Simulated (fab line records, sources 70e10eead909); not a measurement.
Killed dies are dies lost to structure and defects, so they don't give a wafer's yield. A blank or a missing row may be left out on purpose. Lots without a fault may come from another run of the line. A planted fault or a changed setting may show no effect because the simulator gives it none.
Chamber matching | flow nand_harc | NHARC_A_CHANNEL_FILL_D1_ALD_02 on ald_hk-03: 4 sister chambers
The step deposits SiO2, target thk 6 nm, pulse time 10 s, ald cycles 60. 4 wafers are shown with their chamber, then 8 later ones without.

WAFERS WITH THEIR CHAMBER
wafer  | chamber | heater_power_w (W)
L080.2 | 2       | 538
L081.2 | 1       | 545
L084.3 | 0       | 472
L087.1 | 3       | 418

WAFERS WITHOUT THEIR CHAMBER
wafer  | heater_power_w (W)
L087.5 | 403
L087.6 | 482
L089.1 | 476
L089.5 | 412
L089.6 | 541
L096.2 | 489
L096.4 | 548
L096.6 | 537

WHICH CHAMBER EACH WENT THROUGH
wafer  | from the rows above     | in truth
L087.5 | 3                       | 3
L087.6 | 0                       | 0
L089.1 | 0                       | 0
L089.5 | 3                       | 3
L089.6 | can't be placed: 2 or 1 | 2
L096.2 | 0                       | 0
L096.4 | can't be placed: 1 or 2 | 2
L096.6 | can't be placed: 2 or 1 | 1
Placed correctly: 5 of 8. Can't be placed from these rows: 3 (the true chamber is among the candidates in 3). Placed wrongly: 0.
How it was worked out, from the rows above alone: a wafer's distance from a chamber is the root of the sum, over the readings, of the square of ((its reading less the chamber's mean) divided by the reading's scatter). The wafer belongs to the nearest chamber; if the next one is less than 2 further off, it can't be placed. A chamber's mean is the mean of its shown wafers. The scatter: with one shown wafer a chamber, the root of the mean of the squares of how far each hidden wafer lies from its nearest shown one.
